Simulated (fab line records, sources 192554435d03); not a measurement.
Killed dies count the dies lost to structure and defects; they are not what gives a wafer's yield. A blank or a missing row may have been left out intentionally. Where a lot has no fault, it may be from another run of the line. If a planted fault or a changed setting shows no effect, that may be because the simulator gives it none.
fab line records -- flow n5_finfet
record lots=9, wafers=27, last_day=17
route steps=1938 shown GATE_CUT@501 MOL_CONTACT_COAG@517 BEOL_M4@1111 PASSIVATION@1936
lots that met no fault: taken from a fault-free run of the same line
start_h: start of the lot's first displayed wafer, in hours after the record's first day -- wait_h: hours since the lot's step before -- " repeats the value in the row above -- L1.1+2: a single row standing in for several wafers -- - value missing, or start not given -- * or withheld: withheld -- < > ~ a bound
route shown NAME@n: NAME is a module with steps in the file, n the number in the route of the first one -- usual: mean/standard deviation taken from wafers without a fault -- same: alike in all rows -- chamber/n: place in a boat -- sites: the reading at each site -- _std_site: their standard deviation -- _edge_site: mean of outer sites minus mean of inner sites -- radius_mm: how far each site lies from the wafer's centre -- mask NAME#n: copy n -- behind: the tool/chamber that last shaped the wafer -- hold: why the lot was held/for how many hours/how that ended -- device: the n, p or np transistor that did not switch -- end of line: tests of these same wafers at the route's end -- a step with no rows: only its recipe -- killed: dies lost to structure and defects at the first sort, not the wafer's yield -- map: per-die view of a wafer (x killed, . not killed, _ where there is no die)
set.NAME: the setting the step ran with; set.NAME@STEP: the setting that earlier step ran with -- model.NAME: the simulator's own value behind a step, which no gauge read
a sample of lots followed through the steps of the route, with each step as a table and each wafer as a row
services: from which hour (start_h, from the record's first day; less than 0 if before it) a tool's chamber was out of use, for how many hours, and why
## steps
# step N5_GATE_CUT_CUT_ETCH_54
# recipe chemistry=Cl2/BCl3, target=TiN, mask_material=SiO2, target_depth_a=967, pressure_mtorr=10, icp_w=1000, bias_w=126, Cl2_flow_sccm=53.25, bcl3_flow_sccm=21.75, Ar_flow_sccm=25, ends=cleared
# usual drypump_motor_current_A=5.5/0.6, etch_rf_on_time_s=36.0/0.55, oes_product_au=0.69/0.1, throttle_valve_pct=22.36/0.13
lot.wafer,tool,chamber,start_h,wait_h,drypump_motor_current_A,etch_rf_on_time_s,oes_product_au,rf_hours_counter_h,throttle_valve_pct
L634.2,rie_metal-01,1,92.14,0.0,5.9,36.6,0.61,94,22.26
L634.4,rie_metal-01,0,92.14,0.0,5.0,36.1,0.89,-,22.20
L634.5,rie_metal-01,1,92.14,0.0,5.9,36.8,0.60,-,22.26
L635.1,rie_metal-03,1,97.87,0.0,4.8,35.7,0.75,32,22.35
L635.2,rie_metal-03,0,97.87,0.0,6.5,36.0,0.53,147,22.76
L635.3,rie_metal-03,0,97.87,0.0,6.5,36.0,0.53,-,22.76
L641.1,rie_metal-01,0,133.29,0.0,5.0,36.5,0.84,6,22.23
L641.3,rie_metal-01,0,133.29,0.0,5.0,36.1,0.83,-,22.20
L641.6,rie_metal-01,0,133.29,0.0,5.0,36.3,0.83,-,22.22
L642.3,rie_metal-01,1,140.48,0.0,5.9,36.2,0.60,-,22.25
L642.4,rie_metal-01,0,140.48,0.0,5.0,36.6,0.83,-,22.24
L642.6,rie_metal-01,0,140.48,0.0,5.0,36.5,0.83,-,22.20
L645.1,rie_metal-03,1,159.46,0.0,4.8,36.3,0.72,38,22.39
L645.4,rie_metal-03,0,159.46,0.0,6.4,35.3,0.87,-,22.47
L645.5,rie_metal-03,1,159.46,0.0,4.8,36.3,0.73,-,22.38
L648.1,rie_metal-03,0,175.02,0.0,6.4,35.1,0.85,6,22.48
L648.3,rie_metal-03,0,175.02,0.0,6.4,35.0,0.85,-,22.49
L648.6,rie_metal-03,1,175.02,0.0,4.8,36.6,0.72,-,22.41
L653.4,rie_metal-01,0,204.57,0.0,5.0,36.6,0.80,-,22.26
L653.5,rie_metal-01,0,204.57,0.0,5.0,36.6,0.78,-,22.25
L653.6,rie_metal-01,1,204.57,0.0,5.9,36.7,0.58,-,22.29
L654.1,rie_metal-02,1,209.19,0.0,6.4,35.8,0.61,91,22.35
L654.3,rie_metal-02,1,209.19,0.0,6.4,35.8,0.61,-,22.36
L654.6,rie_metal-02,0,209.19,0.0,5.3,36.1,0.60,-,22.55
L656.1,rie_metal-02,0,221.82,0.0,5.3,36.0,0.60,95,22.55
L656.2,rie_metal-02,1,221.82,0.0,6.4,35.7,0.62,92,22.35
L656.6,rie_metal-02,0,221.82,0.0,5.3,36.1,0.60,-,22.56
# step N5_GATE_CUT_ETCH_47
# recipe chemistry=Cl2/BCl3, target=SiO2, target_depth_a=100, pressure_mtorr=10, icp_w=1000, bias_w=126, Cl2_flow_sccm=53.25, bcl3_flow_sccm=21.75, Ar_flow_sccm=25
# usual drypump_motor_current_A=5.5/0.6, oes_product_au=0.75/0.11, throttle_valve_pct=22.91/0.13
lot.wafer,tool,chamber,start_h,wait_h,drypump_motor_current_A,oes_product_au,rf_hours_counter_h,throttle_valve_pct
L634.2,rie_metal-01,1,92.23,0.0,5.9,0.68,94,22.80
L634.4,rie_metal-01,0,92.23,0.0,5.0,0.99,-,22.74
L634.5,rie_metal-01,1,92.23,0.0,5.9,0.67,-,22.78
L635.1,rie_metal-03,1,97.96,0.0,4.8,0.82,32,22.91
L635.2,rie_metal-03,0,97.96,0.0,6.5,0.58,147,23.29
L635.3,rie_metal-03,0,97.96,0.0,6.5,0.57,-,23.29
L641.1,rie_metal-01,0,133.38,0.0,5.0,0.92,6,22.76
L641.3,rie_metal-01,0,133.38,0.0,5.0,0.93,-,22.77
L641.6,rie_metal-01,0,133.38,0.0,5.0,0.91,-,22.76
L642.3,rie_metal-01,1,140.56,0.0,5.9,0.66,-,22.81
L642.4,rie_metal-01,0,140.56,0.0,5.0,0.92,-,22.76
L642.6,rie_metal-01,0,140.56,0.0,5.0,0.92,-,22.77
L645.1,rie_metal-03,1,159.55,0.0,4.8,0.80,38,22.95
L645.4,rie_metal-03,0,159.55,0.0,6.4,0.95,-,23.06
L645.5,rie_metal-03,1,159.55,0.0,4.8,0.81,-,22.92
L648.1,rie_metal-03,0,175.11,0.0,6.4,0.93,6,23.06
L648.3,rie_metal-03,0,175.11,0.0,6.5,0.92,-,23.05
L648.6,rie_metal-03,1,175.11,0.0,4.8,0.78,-,22.95
L653.4,rie_metal-01,0,204.65,0.0,5.0,0.88,-,22.77
L653.5,rie_metal-01,0,204.65,0.0,5.0,0.87,-,22.78
L653.6,rie_metal-01,1,204.65,0.0,5.8,0.65,-,22.81
L654.1,rie_metal-02,1,209.28,0.0,6.3,0.68,91,22.90
L654.3,rie_metal-02,1,209.28,0.0,6.4,0.67,-,22.90
L654.6,rie_metal-02,0,209.28,0.0,5.4,0.65,-,23.09
L656.1,rie_metal-02,0,221.91,0.0,5.4,0.65,95,23.11
L656.2,rie_metal-02,1,221.91,0.0,6.4,0.68,92,22.90
L656.6,rie_metal-02,0,221.91,0.0,5.4,0.65,-,23.09
# step N5_GATE_CUT_CMP_23
# recipe stop_on=SiO2, t_overpolish_s=23.4, post_cmp_clean=alkaline_brush, down_force_psi=2.5, platen_rpm=51.8, pad_velocity_m_s=1.0307, target_thk_nm=16
# usual motor_current_A=9.1/0.96, overpolish_run_s=23.400/0.0093, time_to_endpoint_s=19.4/2.5
lot.wafer,tool,chamber,start_h,wait_h,motor_current_A,overpolish_run_s,time_to_endpoint_s
L634.4,cmp-03,2,94.01,0.8,7.7,23.393,20.4
L634.2,cmp-03,3,94.01,0.8,9.4,23.402,17.7
L634.5,cmp-03,2,94.01,0.8,8.0,23.403,21.0
L635.2,cmp-03,0,99.75,0.8,10.6,23.404,20.3
L635.1,cmp-03,1,99.75,0.8,9.9,23.416,23.6
L635.3,cmp-03,3,99.75,0.8,9.1,23.385,19.6
L641.1,cmp-02,1,135.16,0.8,7.0,23.395,21.7
L641.3,cmp-02,0,135.16,0.8,8.9,23.416,18.1
L641.6,cmp-02,2,135.16,0.8,8.2,23.414,20.6
L642.3,cmp-02,1,142.55,0.8,7.2,23.397,21.4
L642.4,cmp-02,2,142.55,0.8,8.3,23.410,21.6
L642.6,cmp-02,3,142.55,0.8,8.9,23.411,17.5
L645.1,cmp-03,0,161.52,0.9,9.9,23.399,15.3
L645.4,cmp-03,1,161.52,0.9,9.9,23.402,20.3
L645.5,cmp-03,1,161.52,0.9,9.8,23.404,18.4
L648.3,cmp-02,0,176.90,0.8,9.1,23.401,18.9
L648.1,cmp-02,1,176.90,0.8,7.1,23.403,21.6
L648.6,cmp-02,0,176.90,0.8,8.9,23.400,18.9
L653.4,cmp-04,1,206.54,0.9,10.5,23.415,22.8
L653.5,cmp-04,2,206.54,0.9,8.2,23.394,23.4
L653.6,cmp-04,3,206.54,0.9,10.0,23.395,22.7
L654.1,cmp-04,1,211.10,0.8,10.7,23.404,24.1
L654.3,cmp-04,3,211.10,0.8,9.0,23.403,24.3
L654.6,cmp-04,0,211.10,0.8,8.8,23.406,21.3
L656.2,cmp-03,3,223.73,0.8,9.5,23.402,19.2
L656.1,cmp-03,1,223.73,0.8,9.6,23.404,22.1
L656.6,cmp-03,2,223.73,0.8,8.0,23.399,21.5
# step N5_MOL_CONTACT_COAG_COAT_103
# recipe resist=SOC, temp_c=250, time_s=60, spin_rpm=1500, resist_thk_nm=80
# usual exhaust_pa=45.1/0.93, heater_power_total_W=500.2/1.9, plate_temp_C=249.98/0.18
lot.wafer,tool,chamber,start_h,wait_h,exhaust_pa,heater_power_total_W,plate_temp_C
L634.2,litho_track-03,0,95.08,0.0,45.0,499.0,250.16
L634.4,litho_track-03,0,95.08,0.0,45.5,502.2,250.05
L634.5,litho_track-03,0,95.08,0.0,45.6,502.9,249.95
L635.1,litho_track-04,0,100.82,0.0,46.4,501.4,249.96
L635.2,litho_track-04,0,100.82,0.0,45.9,502.3,250.04
L635.3,litho_track-04,0,100.82,0.0,45.3,501.7,250.10
L641.1,litho_track-03,0,136.23,0.0,45.5,497.5,249.95
L641.3,litho_track-03,0,136.23,0.0,46.7,499.1,250.20
L641.6,litho_track-03,0,136.23,0.0,45.7,502.4,249.91
L642.3,litho_track-01,0,143.54,0.0,46.5,498.6,249.88
L642.4,litho_track-01,0,143.54,0.0,47.6,501.2,249.90
L642.6,litho_track-01,0,143.54,0.0,46.4,497.4,249.80
L645.1,litho_track-01,0,162.94,0.0,45.2,493.3,247.18
L645.4,litho_track-01,0,162.94,0.0,45.0,495.0,247.29
L645.5,litho_track-01,0,162.94,0.0,43.9,492.0,247.45
L648.1,litho_track-01,0,177.97,0.0,45.3,492.9,247.26
L648.3,litho_track-01,0,177.97,0.0,46.1,496.2,247.11
L648.6,litho_track-01,0,177.97,0.0,45.6,492.7,247.19
L653.4,litho_track-04,0,207.49,0.0,44.5,497.5,249.94
L653.5,litho_track-04,0,207.49,0.0,46.3,499.2,250.05
L653.6,litho_track-04,0,207.49,0.0,44.5,502.3,250.30
L654.1,litho_track-04,0,212.27,0.0,44.6,498.2,250.05
L654.3,litho_track-04,0,212.27,0.0,45.9,497.4,250.28
L654.6,litho_track-04,0,212.27,0.0,44.9,503.3,250.01
L656.1,litho_track-04,0,224.76,0.0,44.7,501.1,250.09
L656.2,litho_track-04,0,224.76,0.0,45.0,498.6,250.14
L656.6,litho_track-04,0,224.76,0.0,44.7,501.8,250.06
# step N5_BEOL_M4_RC_MEAS_101
# usual DIBL_N=36.3/1.7, DIBL_P=36.3/2.2, IOFF_N=0.16/0.034, IOFF_P=0.21/0.038, ION_N=673/13, ION_P=461/8.3, SS_N=71.5/0.55, SS_P=73.3/0.67, VT_N=250/3.4, VT_P=-251/3.5
lot.wafer,tool,chamber,start_h,wait_h,DIBL_N[mV/V],DIBL_P[mV/V],IOFF_N[nA/um],IOFF_P[nA/um],ION_N[uA/um],ION_P[uA/um],SS_N[mV/dec],SS_P[mV/dec],VT_N[mV],VT_P[mV]
L634.2,prober-02,0,160.47,0.2,35.6,36.5,0.16,0.20,665,456,71.5,73.2,252,-252
L634.4,prober-02,0,160.47,0.2,34.8,34.9,0.14,0.18,658,449,71.5,73.5,253,-255
L634.5,prober-02,0,160.47,0.2,33.3,33.0,0.12,0.16,651,456,70.5,72.3,257,-254
L635.1,prober-01,0,177.92,0.0,35.3,34.0,0.15,0.18,665,454,70.9,73.4,249,-251
L635.2,prober-01,0,177.92,0.0,33.9,32.8,0.12,0.17,644,446,70.8,73.3,253,-253
L635.3,prober-01,0,177.92,0.0,35.4,35.6,0.15,0.21,660,456,71.4,73.8,253,-249
L641.1,prober-01,0,210.59,0.0,37.0,39.3,0.16,0.25,656,464,71.9,73.5,251,-247
L641.3,prober-01,0,210.59,0.0,37.0,39.2,0.16,0.23,679,465,72.1,73.6,251,-251
L641.6,prober-01,0,210.59,0.0,36.8,38.2,0.15,0.23,663,462,71.5,74.0,250,-246
L642.3,prober-01,0,213.62,0.3,39.5,39.5,0.22,0.33,698,484,72.3,74.4,248,-241
L642.4,prober-01,0,213.62,0.3,35.5,35.5,0.15,0.23,680,472,71.4,73.7,248,-245
L642.6,prober-01,0,213.62,0.3,36.1,35.8,0.15,0.22,677,468,72.1,73.2,253,-247
L645.1,prober-02,0,242.56,0.0,39.9,40.9,0.24,0.29,703,474,72.0,73.6,242,-246
L645.4,prober-02,0,242.56,0.0,36.0,37.5,0.17,0.23,685,474,71.5,73.0,248,-247
L645.5,prober-02,0,242.56,0.0,35.6,36.3,0.16,0.21,681,461,71.8,72.6,247,-250
L648.1,prober-01,0,266.45,0.0,38.7,38.5,0.21,0.23,690,466,72.0,74.1,246,-253
L648.3,prober-01,0,266.45,0.0,38.9,40.0,0.22,0.26,701,469,71.7,74.2,245,-249
L648.6,prober-01,0,266.45,0.0,36.7,36.8,0.17,0.20,681,461,71.6,74.4,247,-254
L653.4,prober-02,0,287.43,0.5,39.4,39.6,0.22,0.27,699,475,71.7,73.7,244,-247
L653.5,prober-02,0,287.43,0.5,35.8,34.8,0.13,0.18,669,462,71.5,72.2,255,-251
L653.6,prober-02,0,287.43,0.5,37.2,37.5,0.18,0.23,688,471,71.2,74.1,248,-250
L654.1,prober-01,0,290.26,0.0,35.2,35.0,0.12,0.20,673,474,71.0,72.3,252,-250
L654.3,prober-01,0,290.26,0.0,39.5,41.1,0.22,0.32,702,489,71.9,74.4,244,-243
L654.6,prober-01,0,290.26,0.0,39.0,38.8,0.19,0.28,686,479,71.5,73.7,246,-244
L656.1,prober-02,0,296.96,0.0,36.2,35.5,0.14,0.17,662,453,71.2,73.1,253,-256
L656.2,prober-02,0,296.96,0.0,38.1,37.5,0.18,0.20,671,455,71.8,73.8,248,-251
L656.6,prober-02,0,296.96,0.0,38.4,38.9,0.20,0.23,693,465,71.8,74.1,248,-253
# step N5_PASSIVATION_PROBE_49
# usual defect_limited_yield=91.4/1.6, killed_at_M0_to_M3=34/10, killed_at_M4_up=12/4.8, killed_at_contacts=11/6.2, killed_at_front_end=39/13, killed_at_other=4/3.1, killed_dies=101/19, killed_open=67/14, killed_short=32/8.3, sort_bin_5_function=5.0/1, sort_bin_6_memory=3.2/0.76, sort_bin_8_speed=0.00/0.026, sort_n_pass=1079/19
# same gross_dies=1180, killed_at_back_side=0, sort_bin_4_leakage[%]=0
lot.wafer,tool,chamber,start_h,wait_h,defect_limited_yield[%],killed_at_M0_to_M3,killed_at_M4_up,killed_at_contacts,killed_at_front_end,killed_at_other,killed_dies,killed_open,killed_short,sort_bin_5_function[%],sort_bin_6_memory[%],sort_bin_8_speed[%],sort_n_pass
L648.1,prober-02,-,360.08,0.0,90.4,24,18,9,60,2,113,80,30,4.8,4.3,0,1067
L648.3,prober-02,-,360.18,0.1,94.2,16,12,10,31,0,69,43,26,3.3,2.4,0,1111
L648.6,prober-02,-,360.33,0.3,92.6,22,11,6,48,0,87,58,29,4.6,2.7,0,1093
L656.1,prober-01,-,402.43,0.0,93.2,32,10,6,26,6,80,55,24,4.2,2.5,0,1100
L656.2,prober-01,-,402.48,0.1,92.3,46,10,3,30,2,91,64,26,4.7,2.6,0,1089
L656.6,prober-01,-,402.68,0.3,93.8,38,6,4,24,1,73,41,31,3.5,2.5,0,1107
# killed by level:class
L648.1 FIN_SAQP:geometric_particle:open=23 FIN_SAQP:geometric_particle:short=16 MOL_CONTACT_COAG:geometric_particle:open=8 BEOL_M2:geometric_particle:open=7 BEOL_M5:geometric_particle:open=7 BEOL_M0_SAQP:geometric_particle:open=6 BEOL_M3:geometric_particle:open=5 DUMMY_GATE:geometric_particle:open=5
L648.3 MOL_CONTACT_COAG:geometric_particle:open=10 FIN_SAQP:geometric_particle:open=5 STARTING-WAFER:geometric_particle:short=5 GATE_CUT:geometric_particle:short=4 STI_FIN_REVEAL:geometric_particle:open=4 ILD0:geometric_particle:short=4 BEOL_M2:geometric_particle:open=4 BEOL_M5:geometric_particle:open=4
L648.6 FIN_SAQP:geometric_particle:open=20 FIN_SAQP:geometric_particle:short=11 GATE_CUT:geometric_particle:open=6 BEOL_M1:geometric_particle:short=6 MOL_CONTACT_COAG:geometric_particle:open=5 BEOL_M1:geometric_particle:open=5 BEOL_M5:geometric_particle:open=5 STARTING-WAFER:geometric_particle:short=4
L656.1 BEOL_M1:geometric_particle:open=11 BEOL_M0_SAQP:geometric_particle:open=7 BEOL_M3:geometric_particle:open=7 BEOL_M5:geometric_particle:open=6 STI_FIN_REVEAL:geometric_particle:open=5 MOL_CONTACT_COAG:geometric_particle:open=5 BEOL_M0_SAQP:geometric_particle:short=5 FIN_CUT:geometric_particle:short=4
L656.2 BEOL_M1:geometric_particle:open=14 STI_FIN_REVEAL:geometric_particle:open=13 BEOL_M0_SAQP:geometric_particle:open=9 FIN_SAQP:geometric_particle:open=8 BEOL_M0_SAQP:geometric_particle:short=8 BEOL_M1:geometric_particle:short=5 FIN_SAQP:geometric_particle:short=4 BEOL_M5:geometric_particle:open=4
L656.6 BEOL_M3:geometric_particle:open=10 BEOL_M3:geometric_particle:short=9 BEOL_M1:geometric_particle:open=7 FIN_SAQP:geometric_particle:short=6 BEOL_M0_SAQP:geometric_particle:open=5 FIN_SAQP:geometric_particle:open=4 STI_FIN_REVEAL:geometric_particle:open=3 MOL_CONTACT_COAG:geometric_particle:open=3
## services
tool,chamber,start_h,hours,kind
rie_metal-02,1,79.49,18.6,repair
rie_metal-03,0,113.73,-,clean
rie_metal-03,0,113.73,17.1,scheduled_down
rie_metal-03,0,113.73,17.1,vent_cycle
rie_metal-02,0,123.85,8.1,repair
cmp-04,-,131.63,1.2,repair
cmp-02,-,145.78,18.0,pm
rie_metal-02,-,146.83,42.5,repair
rie_metal-03,-,152.69,1.4,pm
litho_track-03,-,160.39,-,consumable_replace:filter
cmp-04,-,161.29,6.6,pm
cmp-02,-,165.54,4.0,pm
litho_track-01,-,167.90,-,consumable_replace:filter
cmp-02,-,169.54,-,consumable_replace:conditioner
cmp-02,-,169.54,-,consumable_replace:pad
cmp-04,-,172.14,2.8,repair
cmp-03,-,174.24,0.8,repair
cmp-02,-,196.89,0.9,repair
cmp-04,-,198.57,4.0,pm
cmp-04,-,202.57,-,consumable_replace:conditioner
cmp-04,-,202.57,-,consumable_replace:pad
## key
first_sign step=N5_MOL_CONTACT_COAG_COAT_103, reading=plate_temp_C, direction=down, sigmas=15, usual=*, struck=*
effect step=N5_MOL_CONTACT_COAG_COAT_103, reading=heater_power_total_W, direction=down, sigmas=3.5, usual=*, struck=*
met_at N5_MOL_CONTACT_COAG_COAT_103
struck_lots L645,L648
not_acting_at N5_GATE_CUT_CUT_ETCH_54,N5_GATE_CUT_ETCH_47,N5_GATE_CUT_CMP_23
onset_between 143.54 162.94
fault kind=process_parameter_drift, tool=litho_track-01, chamber=-, onset_h=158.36, steps=N5_MOL_CONTACT_COAG_COAT_103, channel=temp_c, offset=*, shape=step, end_h=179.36, acts_in=*, stated=*
